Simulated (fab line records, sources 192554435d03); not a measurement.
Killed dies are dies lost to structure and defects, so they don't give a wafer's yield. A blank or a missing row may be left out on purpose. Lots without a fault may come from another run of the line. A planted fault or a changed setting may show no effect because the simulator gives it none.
fab line records | flow n5_finfet
record lots=6 wafers=18 last_day=15
route steps=1938 shown BEOL_M6@1251 BEOL_M7@1263 PASSIVATION@1936
lots that met no fault: from a run of the same line without faults
start_h: hours from the record's first day to the start of the lot's first wafer shown | wait_h: hours since the lot's step before | " the same as in the row above | L1.1+2: a row that stands for several wafers | - no value, or no start given | * or withheld: withheld | < > ~ a bound
route shown NAME@n: a module of which the file shows steps, and the number in the route of the first | usual: mean/standard deviation of fault-free wafers | same: alike in all rows | chamber/n: place in a boat | sites: the reading at each site | _std_site: their standard deviation | _edge_site: outer sites' mean less inner sites' | radius_mm: how far each site lies from the wafer's centre | mask NAME#n: copy n | behind: the tool/chamber that last shaped the wafer | hold: why the lot was held/for how many hours/how that ended | device: the transistor (n, p or np) that didn't switch | end of line: the same wafers' tests at the end of the route | a step without rows: its recipe alone | killed: dies lost to structure and defects at the first sort, not the wafer's yield | map: a wafer's dies, x killed, . not, _ none there
set.NAME: the setting as run; set.NAME@STEP: as run at that earlier step | model.NAME: the simulator's own value behind a step, which no gauge read
lots at some steps of the route; a table a step, a row a wafer
services: from which hour (start_h, from the record's first day; less than 0 if before it) a tool's chamber was out of use, for how many hours, and why
## steps
# step N5_BEOL_M6_ALD_77
# recipe material=TaN target_thk_a=20 temp_c=275 ald_precursor_family=PDMAT ald_co_reactant=NH3 pressure_torr=3 carrier_flow_sccm=1500 pulse_time_s=2 purge_time_s=3 co_reactant_purge_time_s=2 co_reactant_pulse_time_s=3 ald_cycles=40 precursor_vessel_temp_c=75 precursor_vessel_pressure_torr=26.25 precursor_vessel_carrier_sccm=1000
# step N5_BEOL_M6_SURFACE_TREAT_79
# recipe gas=Ar time_s=* ion_energy_ev=* ion_current_ma_cm2=0.5 pressure_mtorr=* ar_flow_sccm=30
# usual pressure_mtorr=* throttle_valve_pct=*
# columns lot.wafer tool chamber start_h wait_h pressure_mtorr throttle_valve_pct
L371.3 pvd_sputter-03 - 217.73 0.3 * *
L371.5 " - " " * *
L371.6 " - " " * *
L372.3 pvd_sputter-03 - 225.67 0.2 * *
L372.4 " - " " * *
L372.5 " - " " * *
L376.1 pvd_sputter-03 - 242.38 0.2 * *
L376.4 " - " " * *
L376.5 " - " " * *
L379.1 pvd_sputter-03 - 250.17 0.2 * *
L379.3 " - " " * *
L379.4 " - " " * *
L383.1 pvd_sputter-03 - 275.95 0.2 * *
L383.3 " - " " * *
L383.5 " - " " * *
L385.1 pvd_sputter-01 - 280.23 0.3 * *
L385.2 " - " " * *
L385.3 " - " " * *
# step N5_BEOL_M6_CVD_78
# recipe material=Co target_thk_a=20 temp_c=withheld precursor=CCTBA/H2 pressure_torr=30 time_s=142.3
# step N5_BEOL_M6_SPUTTER_48
# recipe material=Cu target_thk_a=100 temp_c=-20 bias_v=60 power_w=26000 chamber_pressure_pa=0.13 time_s=1.667
# usual chamber_pressure_pa=0.13/0.00026 chuck_gas_flow_sccm=1.26/0.053 throttle_valve_pct=30.0/1.3
# columns lot.wafer tool chamber start_h wait_h chamber_pressure_pa chuck_gas_flow_sccm throttle_valve_pct
L371.3 pvd_sputter-01 - 217.95 0.1 0.12991 1.25 30.8
L371.5 " - " " 0.12996 1.31 29.7
L371.6 " - " " 0.13011 1.30 29.0
L372.3 pvd_sputter-01 - 225.87 0.1 0.12942 1.28 30.0
L372.4 " - " " 0.12991 1.20 30.4
L372.5 " - " " 0.12998 1.27 29.7
L376.1 pvd_sputter-01 - 242.63 0.1 0.13018 1.32 30.1
L376.4 " - " " 0.13015 1.30 29.4
L376.5 " - " " 0.13029 1.31 28.9
L379.1 pvd_sputter-01 - 250.63 0.3 0.13001 1.25 30.1
L379.3 " - " " 0.12999 1.19 29.4
L379.4 " - " " 0.1303 1.23 30.3
L383.1 pvd_sputter-02 - 276.19 0.1 0.1292 1.20 31.1
L383.3 " - " " 0.13012 1.28 28.3
L383.5 " - " " 0.13018 1.19 30.8
L385.1 pvd_sputter-02 - 280.43 0.1 0.1301 1.38 30.9
L385.2 " - " " 0.12987 1.30 29.2
L385.3 " - " " 0.1298 1.27 28.5
# step N5_BEOL_M6_ECD_50
# recipe material=Cu target_thk_a=3000
# step N5_BEOL_M6_ANNEAL_51
# recipe temp_c=225 time_s=90 ambient=N2
# usual wafer_temp_C_max=226.0/0.37
# columns lot.wafer tool chamber start_h wait_h wafer_temp_C_max
L371.3 rtp_anneal-01 0 218.34 0.2 226.2
L371.5 " 0 " " 226.5
L371.6 " 0 " " 226.9
L372.3 rtp_anneal-01 0 227.04 1.0 226.1
L372.4 " 0 " " 226.7
L372.5 " 0 " " 226.2
L376.1 rtp_anneal-01 0 242.99 0.2 226.0
L376.4 " 0 " " 226.8
L376.5 " 0 " " 226.5
L379.1 rtp_anneal-01 0 250.85 0.1 226.1
L379.3 " 0 " " 225.9
L379.4 " 0 " " 226.3
L383.1 rtp_anneal-01 0 276.65 0.3 226.5
L383.3 " 0 " " 226.6
L383.5 " 0 " " 225.7
L385.1 rtp_anneal-02 0 281.04 0.4 225.9
L385.2 " 0 " " 225.7
L385.3 " 0 " " 225.3
# step N5_BEOL_M6_CMP_52
# recipe stop_on=SiCOH_lowk t_overpolish_s=6.9 down_force_psi=1 platen_rpm=50 clearing_platen_down_force_psi=1.5 clearing_platen_rpm=50 post_cmp_clean=cu_alkaline target_thk_nm=80 clearing_platen_pad_velocity_m_s=0.99484 pad_velocity_m_s=0.99484
# usual barrier_field_endpoint_s=28.8/0.7 motor_current_A=5.9/0.68 overpolish_run_s=6.900/0.0094 time_to_endpoint_s=63/3.6
# columns lot.wafer tool chamber start_h wait_h barrier_field_endpoint_s motor_current_A overpolish_run_s time_to_endpoint_s
L371.3 cmp-01 0 218.55 0.2 29.0 6.1 6.897 69
L371.6 " 0 " " 29.4 6.4 6.871 67
L371.5 " 1 " " 29.1 5.4 6.895 64
L372.4 cmp-03 3 227.25 0.1 28.7 6.4 6.907 60
L372.3 " 0 " " 28.7 6.9 6.904 60
L372.5 " 0 " " 28.4 6.6 6.911 60
L376.4 cmp-03 1 243.29 0.1 28.9 6.4 6.889 65
L376.1 " 2 " " 27.7 5.9 6.896 60
L376.5 " 1 " " 28.6 6.2 6.917 63
L379.4 cmp-01 2 251.16 0.1 28.7 5.8 6.888 61
L379.3 " 3 " " 29.1 5.3 6.900 61
L379.1 " 1 " " 28.9 5.4 6.920 62
L383.3 cmp-03 0 276.99 0.2 27.6 7.1 6.903 59
L383.1 " 2 " " 28.3 5.9 6.903 57
L383.5 " 3 " " 28.2 6.2 6.887 56
L385.3 cmp-04 2 281.35 0.2 28.9 7.1 6.917 62
L385.2 " 3 " " 29.9 4.9 6.910 65
L385.1 " 0 " " 28.4 4.9 6.904 62
# step N5_BEOL_M6_THK_MEAS_53
# recipe thk_meas_gauge=xrf reads=Cu_of_BEOL_M6_ECD_50
# usual M6_THK=80.5/2.4
# columns lot.wafer tool chamber start_h wait_h M6_THK[nm]
L371.3 film_metro-02 - 218.85 - 80.7
L371.5 " - " " 79.3
L371.6 " - " " 82.3
L372.3 film_metro-02 - 227.55 - 75.6
L372.4 " - " " 79.6
L372.5 " - " " 78.4
L376.1 film_metro-01 - 243.58 - 77.0
L376.4 " - " " 82.4
L376.5 " - " " 82.2
L379.1 film_metro-02 - 251.46 - 82.8
L379.3 " - " " 79.8
L379.4 " - " " 78.8
L383.1 film_metro-01 - 277.24 - 79.1
L383.3 " - " " 81.0
L383.5 " - " " 83.5
L385.1 film_metro-01 - 281.64 - 82.7
L385.2 " - " " 81.2
L385.3 " - " " 78.2
# step N5_BEOL_M6_PRE_CLEAN_55
# recipe gas=NH3 time_s=15 temp_c=withheld rf_power_w=300
# step N5_BEOL_M6_DEP_56
# recipe material=SiCN target_thk_a=100 temp_c=withheld precursor=3MS/NH3 pressure_torr=3 rf_w=202 time_s=17.5
# step N5_BEOL_M6_RS_MEAS_57
# recipe thk_meas_gauge=four-point-probe reads=Cu_of_BEOL_M6_ECD_50+Co_of_BEOL_M6_CVD_78+TaN_of_BEOL_M6_ALD_77
# usual M6_RS=0.288/0.0092
# columns lot.wafer tool chamber start_h wait_h M6_RS[ohm/sq]
L371.3 film_metro-01 - 218.98 0.1 0.287
L371.5 " - " " 0.292
L371.6 " - " " 0.281
L372.3 film_metro-02 - 227.68 0.1 0.304
L372.4 " - " " 0.286
L372.5 " - " " 0.291
L376.1 film_metro-02 - 243.71 0.1 0.305
L376.4 " - " " 0.282
L376.5 " - " " 0.282
L379.1 film_metro-02 - 251.59 0.1 0.280
L379.3 " - " " 0.290
L379.4 " - " " 0.295
L383.1 film_metro-02 - 277.37 0.1 0.295
L383.3 " - " " 0.288
L383.5 " - " " 0.276
L385.1 film_metro-02 - 281.77 0.1 0.279
L385.2 " - " " 0.284
L385.3 " - " " 0.299
# step N5_BEOL_M6_INSPECT_58
# recipe inspect_instrument=darkfield mode=post_dep
# usual raw_defect_count=69/25
# columns lot.wafer tool chamber start_h wait_h raw_defect_count
L371.3 defect_inspect-01 - 219.00 0.0 38
L371.5 " - " " 40
L371.6 " - " " 54
L372.3 defect_inspect-02 - 227.70 0.0 52
L372.4 " - " " 73
L372.5 " - " " 60
L376.1 defect_inspect-02 - 243.74 0.0 123
L376.4 " - " " 95
L376.5 " - " " 95
L379.1 defect_inspect-02 - 251.61 0.0 106
L379.3 " - " " 131
L379.4 " - " " 113
L383.1 defect_inspect-01 - 277.40 0.0 69
L383.3 " - " " 56
L383.5 " - " " 44
L385.1 defect_inspect-01 - 281.80 0.0 63
L385.2 " - " " 46
L385.3 " - " " 62
# step N5_BEOL_M7_ILD_DEP_00
# recipe material=SiCOH_lowk target_thk_a=1797.5 temp_c=300 precursor=DEMS/porogen pressure_torr=5 rf_w=500 time_s=33.4
# usual chamber_pressure_Torr=4.998/0.011 heater_power_w=327/68 showerhead_plenum_p_Torr=5.741/0.015 showerhead_vpp_V=1413/57 susceptor_temp_C=299.99/0.2 throttle_valve_pct=13.8/0.54
# columns lot.wafer tool chamber start_h wait_h chamber_pressure_Torr heater_power_w showerhead_plenum_p_Torr showerhead_vpp_V since_wet_clean_h susceptor_temp_C throttle_valve_pct
L371.3 pecvd-03 1 219.04 0.0 5.001 319 5.749 1433 2010 300.03 13.7
L371.5 " 1 " " 4.986 323 5.737 1415 - 300.39 13.7
L371.6 " 2 " " 4.977 375 5.748 1475 - 300.12 12.8
L372.3 pecvd-01 1 227.74 0.0 4.990 259 5.716 1419 1838 300.25 13.8
L372.4 " 2 " " 5.019 377 5.760 1438 - 300.26 13.3
L372.5 " 1 " " 5.001 261 5.716 1437 - 299.96 14.0
L376.1 pecvd-03 2 243.78 0.0 5.014 399 5.758 1474 556 300.03 12.5
L376.4 " 1 " " 5.007 306 5.744 1428 - 299.47 13.8
L376.5 " 0 " " 5.003 188 5.739 1321 - 300.06 14.9
L379.1 pecvd-01 0 251.65 0.0 4.996 291 5.734 1411 1137 299.85 14.2
L379.3 " 2 " " 4.995 370 5.759 1434 383 298.85 13.5
L379.4 " 2 " " 5.000 381 5.758 1427 - 298.97 13.3
L383.1 pecvd-01 1 277.44 0.0 4.984 269 5.723 1411 1888 299.95 13.7
L383.3 " 2 " " 4.996 385 5.743 1436 409 298.75 13.5
L383.5 " 2 " " 5.003 304 5.748 1448 - 298.72 13.4
L385.1 pecvd-02 1 281.84 0.0 4.986 447 5.763 1464 1711 300.15 14.1
L385.2 " 2 " " 5.007 412 5.736 1292 232 300.31 13.1
L385.3 " 0 " " 4.994 288 5.750 1479 986 299.86 14.4
# step N5_BEOL_M7_CURE_74
# recipe temp_c=385 time_s=240 ambient=He/Ar material=SiCOH_lowk
# usual lamp_power_pct=52.32/0.052 wafer_temp_C_max=386.8/0.72
# columns lot.wafer tool chamber start_h wait_h lamp_power_pct wafer_temp_C_max
L371.3 uv_cure-01 2 219.42 0.4 52.32 386.1
L371.5 " 2 " " 52.35 386.2
L371.6 " 2 " " 52.31 386.4
L372.3 uv_cure-02 1 227.96 0.2 52.29 386.1
L372.4 " 1 " " 52.32 385.7
L372.5 " 1 " " 52.36 386.5
L376.1 uv_cure-01 2 243.84 0.0 52.34 385.6
L376.4 " 2 " " 52.38 386.5
L376.5 " 2 " " 52.25 386.0
L379.1 uv_cure-03 2 252.05 0.4 52.27 389.8
L379.3 " 2 " " 52.30 387.2
L379.4 " 2 " " 52.34 387.4
L383.1 uv_cure-02 1 277.50 0.0 52.35 386.6
L383.3 " 1 " " 52.26 386.5
L383.5 " 1 " " 52.17 386.9
L385.1 uv_cure-02 0 281.90 0.0 52.32 386.8
L385.2 " 0 " " 52.38 386.6
L385.3 " 0 " " 52.37 387.8
# step N5_PASSIVATION_PROBE_49
# usual defect_limited_yield=90.9/1.5 killed_at_M0_to_M3=35/10 killed_at_M4_up=14/5.2 killed_at_contacts=13/7.3 killed_at_front_end=42/12 killed_at_other=3.4/2.5 killed_dies=108/18 killed_open=70/13 killed_short=35/8 sort_bin_5_function=5.4/1 sort_bin_6_memory=3.4/0.71 sort_n_pass=1072/18 sort_yield_pct=90.9/1.5
# same gross_dies=1180 killed_at_back_side=0 sort_bin_4_leakage[%]=0 sort_bin_8_speed[%]=0
# columns lot.wafer tool chamber start_h wait_h defect_limited_yield[%] killed_at_M0_to_M3 killed_at_M4_up killed_at_contacts killed_at_front_end killed_at_other killed_dies killed_open killed_short sort_bin_5_function[%] sort_bin_6_memory[%] sort_n_pass sort_yield_pct[%]
L371.3 prober-02 - 295.08 0.1 92.0 34 10 7 38 5 94 56 32 4.6 3.1 1086 92.0
L371.5 prober-02 - 295.18 0.2 91.0 45 19 5 34 3 106 71 31 5.0 3.6 1074 91.0
L371.6 prober-02 - 295.23 0.3 91.0 36 20 12 29 9 106 64 39 5.3 3.3 1074 91.0
L376.1 prober-02 - 325.37 0.0 90.2 55 7 13 34 7 116 69 42 5.3 4.2 1064 90.2
L376.4 prober-02 - 325.52 0.2 88.4 63 11 12 41 10 137 84 47 6.7 4.7 1043 88.4
L376.5 prober-02 - 325.57 0.2 90.3 49 19 13 30 4 115 92 21 5.7 3.7 1065 90.3
L379.1 prober-02 - 341.32 0.0 88.9 51 18 9 52 1 131 90 38 6.5 4.3 1049 88.9
L379.3 prober-02 - 341.42 0.1 88.9 40 21 6 63 1 131 92 37 7.3 3.6 1049 88.9
L379.4 prober-02 - 341.47 0.2 89.0 42 17 17 47 7 130 88 35 7.0 3.8 1050 89.0
L385.1 prober-02 - 367.02 0.0 90.5 39 14 16 43 0 112 76 35 5.5 3.2 1068 90.5
# killed by level:class
L371.3 FIN_SAQP:geometric_particle:open=17 BEOL_M0_SAQP:geometric_particle:short=10 FIN_SAQP:geometric_particle:short=7 MOL_CONTACT_COAG:geometric_particle:open=6 BEOL_M2:geometric_particle:open=6 BEOL_M3:geometric_particle:open=5 BEOL_M4:geometric_particle:open=5 BEOL_M1:geometric_particle:open=4
L371.5 BEOL_M0_SAQP:geometric_particle:short=13 BEOL_M0_SAQP:geometric_particle:open=12 BEOL_M4:geometric_particle:open=10 FIN_SAQP:geometric_particle:open=7 BEOL_M2:geometric_particle:open=7 BEOL_M1:geometric_particle:open=5 MOL_CONTACT_COAG:geometric_particle:open=5 FIN_SAQP:geometric_particle:short=4
L371.6 BEOL_M0_SAQP:geometric_particle:short=11 MOL_CONTACT_COAG:geometric_particle:open=9 BEOL_M0_SAQP:geometric_particle:open=6 BEOL_M0:geometric_particle:open=6 BEOL_M4:geometric_particle:open=6 FIN_SAQP:geometric_particle:open=5 FIN_SAQP:geometric_particle:short=4 BEOL_M2:geometric_particle:open=4
L376.1 BEOL_M1:geometric_particle:open=15 MOL_CONTACT_COAG:geometric_particle:open=11 BEOL_M2:geometric_particle:short=10 FIN_SAQP:geometric_particle:short=8 BEOL_M3:geometric_particle:open=8 BEOL_M2:geometric_particle:open=7 FIN_SAQP:geometric_particle:open=6 BEOL_M0_SAQP:geometric_particle:short=5
L376.4 BEOL_M1:geometric_particle:open=14 BEOL_M0_SAQP:geometric_particle:open=12 BEOL_M0_SAQP:geometric_particle:short=10 BEOL_M2:geometric_particle:open=10 FIN_SAQP:geometric_particle:short=8 MOL_CONTACT_COAG:geometric_particle:open=8 BEOL_M3:geometric_particle:open=8 FIN_SAQP:geometric_particle:open=7
L376.5 BEOL_M3:geometric_particle:open=17 FIN_SAQP:geometric_particle:open=11 MOL_CONTACT_COAG:geometric_particle:open=10 BEOL_M1:geometric_particle:open=9 BEOL_M0_SAQP:geometric_particle:open=8 BEOL_M4:geometric_particle:open=8 BEOL_M2:geometric_particle:open=7 STI_FIN_REVEAL:geometric_particle:open=5
L379.1 BEOL_M3:geometric_particle:open=17 STI_FIN_REVEAL:geometric_particle:open=13 BEOL_M0_SAQP:geometric_particle:short=10 BEOL_M4:geometric_particle:open=10 FIN_SAQP:geometric_particle:open=9 MOL_CONTACT_COAG:geometric_particle:open=7 BEOL_M2:geometric_particle:open=7 ILD0:geometric_particle:open=5
L379.3 STI_FIN_REVEAL:geometric_particle:open=14 FIN_SAQP:geometric_particle:open=11 BEOL_M3:geometric_particle:open=9 BEOL_M4:geometric_particle:open=8 DUMMY_GATE:geometric_particle:open=7 BEOL_M0_SAQP:geometric_particle:open=7 BEOL_M0_SAQP:geometric_particle:short=7 FIN_CUT:geometric_particle:short=6
L379.4 MOL_CONTACT_COAG:geometric_particle:open=13 STI_FIN_REVEAL:geometric_particle:open=10 FIN_SAQP:geometric_particle:open=8 BEOL_M0_SAQP:geometric_particle:open=8 BEOL_M3:geometric_particle:open=8 BEOL_M4:geometric_particle:open=7 BEOL_M0_SAQP:geometric_particle:short=7 DUMMY_GATE:geometric_particle:open=6
L385.1 FIN_SAQP:geometric_particle:open=16 MOL_CONTACT_COAG:geometric_particle:open=13 BEOL_M0_SAQP:geometric_particle:short=13 BEOL_M0_SAQP:geometric_particle:open=9 BEOL_M4:geometric_particle:open=7 BEOL_M2:geometric_particle:open=7 STI_FIN_REVEAL:geometric_particle:open=6 FIN_SAQP:geometric_particle:short=5
## services
# columns tool chamber start_h hours kind
cmp-03 - 196.14 5.3 pm
cmp-01 - 197.77 4.0 pm
cmp-01 - 201.77 - consumable_replace:conditioner
cmp-01 - 201.77 - consumable_replace:pad
pecvd-01 2 207.56 17.3 repair
pecvd-03 - 212.33 5.2 repair
cmp-04 - 212.95 18.4 pm
pecvd-01 0 214.99 5.0 scheduled_down
cmp-03 - 224.34 1.3 repair
pecvd-02 1 234.64 2.1 scheduled_down
cmp-03 - 238.35 2.4 repair
cmp-01 - 256.07 10.5 repair
cmp-03 - 263.56 1.7 repair
cmp-04 - 265.44 5.6 pm
pecvd-03 - 266.75 2.8 pm
pecvd-01 0 270.45 - calibration
uv_cure-03 - 278.67 7.5 pm
## key
first_sign step=N5_BEOL_M7_ILD_DEP_00 reading=susceptor_temp_C direction=down sigmas=5.8 usual=* struck=*
effect none on later readings
met_at N5_BEOL_M7_ILD_DEP_00
struck_wafers L379.3,L379.4,L383.3,L383.5
onset_between 227.74 251.65
fault kind=process_parameter_drift tool=pecvd-01 chamber=2 onset_h=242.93 steps=N5_BEOL_M7_ILD_DEP_00 channel=temp_c offset=* shape=step end_h=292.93 acts_in=* stated=*
